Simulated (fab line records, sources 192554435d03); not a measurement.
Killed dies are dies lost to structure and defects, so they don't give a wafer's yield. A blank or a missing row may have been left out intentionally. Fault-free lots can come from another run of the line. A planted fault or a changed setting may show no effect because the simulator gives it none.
Split-lot experiment | flow n5-finfet | 21 wafers read from 7 lots, route of 1938 steps

## THE SPLIT
At N5_MOL_CONTACT_COAG_CVD_140 (deposits W, target thk 66.5 nm, time 215 s), the setting target-thk-a was moved away from the recipe's 665 angstrom on 4 of the 21 wafers read, by -11.6% to +12.8%. All remaining wafers had this setting at the recipe value.

The reading is taken at the split's own step.

## THE READING
W_of_MOL_CONTACT_COAG_CVD_140.thk-nm (the simulator's own value, which no gauge read), in nm, at N5_MOL_CONTACT_COAG_CVD_140 (deposits W, target thk 66.5 nm, time 215 s). The file does not state a usual value for it. The 17 wafers here that ran the recipe average 66.1 nm, standard deviation 0.94 nm.

wafer  | tool, chamber at the split | target-thk-a as run, angstrom | against the recipe | W_of_MOL_CONTACT_COAG_CVD_140.thk-nm, nm | against lot-mates on the recipe
L078.1 | cvd-w-01, 1                | 665                           | recipe             | 67.2                                     | -
L078.2 | cvd-w-01, 0                | 665                           | recipe             | 64.6                                     | -
L078.6 | cvd-w-01, 1                | 750.2                         | +12.8%             | 74.8                                     | +8.9
L079.1 | cvd-w-01, 1                | 665                           | recipe             | 67.2                                     | -
L079.3 | cvd-w-01, 0                | 665                           | recipe             | 66                                       | -
L079.5 | cvd-w-01, 1                | 588.1                         | -11.6%             | 59.4                                     | -7.2
L080.2 | cvd-w-01, 0                | 665                           | recipe             | 66.2                                     | -
L080.3 | cvd-w-01, 1                | 665                           | recipe             | 66.6                                     | -
L080.4 | cvd-w-01, 0                | 665                           | recipe             | 65.6                                     | -
L082.2 | cvd-w-02, 1                | 665                           | recipe             | 66.6                                     | -
L082.5 | cvd-w-02, 1                | 665                           | recipe             | 66.6                                     | -
L082.6 | cvd-w-02, 0                | 665                           | recipe             | 66.8                                     | -
L084.4 | cvd-w-02, 1                | 740.4                         | +11.3%             | 74.6                                     | +7.3
L084.5 | cvd-w-02, 1                | 665                           | recipe             | 67.6                                     | -
L084.6 | cvd-w-02, 1                | 665                           | recipe             | 67                                       | -
L093.1 | cvd-w-01, 0                | 600.6                         | -9.7%              | 58.2                                     | -6.6
L093.3 | cvd-w-01, 0                | 665                           | recipe             | 64.2                                     | -
L093.4 | cvd-w-01, 1                | 665                           | recipe             | 65.4                                     | -
L097.1 | cvd-w-01, 0                | 665                           | recipe             | 65.2                                     | -
L097.3 | cvd-w-01, 0                | 665                           | recipe             | 65.2                                     | -
L097.6 | cvd-w-01, 1                | 665                           | recipe             | 66.2                                     | -

THE FIT
A straight line over all 21 wafers: W_of_MOL_CONTACT_COAG_CVD_140.thk-nm changes by +0.695 nm for each +1% of target-thk-a; r = +0.97; the points scatter about the line by 0.99 nm.
The same after taking each lot's own level away (the mean of its wafers on the recipe; 21 wafers): +0.661 nm for each +1%; r = +0.99; scatter 0.59 nm.
That fit puts the effect of the largest move of target-thk-a on the reading at 8.5 nm.
The span of the lots' own levels, 64.80 to 67.30 nm, comes to 2.7 times the standard deviation stated above.
Hence the lot-to-lot level has little effect on the slope; both slopes agree.
Check: with one of the wafers moved furthest among these (+12.8%) left out of the fit, the line predicts +8.27 nm for it against its lot-mates. Against them it came out at +8.9 nm.

## THESE WAFERS: OTHER SPLITS
Before the reading, these wafers also passed through other splits. Each is held against what the fit with the lots' levels taken away leaves over:
other split on the same wafers        | wafers away from the commonest value | r with W_of_MOL_CONTACT_COAG_CVD_140.thk-nm (lot level and that fit taken away)
N5_GATE_CUT_EXPOSE_10 dose-mj         | 10                                   | -0.01
N5_GATE_CUT_CUT_ETCH_53 icp-w         | 6                                    | -0.23
N5_MOL_CONTACT_COAG_ALD_27 ald-cycles | 6                                    | -0.24
N5_MOL_CONTACT_COAG_EXPOSE_81 dose-mj | 9                                    | +0.14

## THE FILE'S OWN FIT
W_of_MOL_CONTACT_COAG_CVD_140.thk-nm changes by +0.661 nm for each +1% of target-thk-a, r = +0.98.
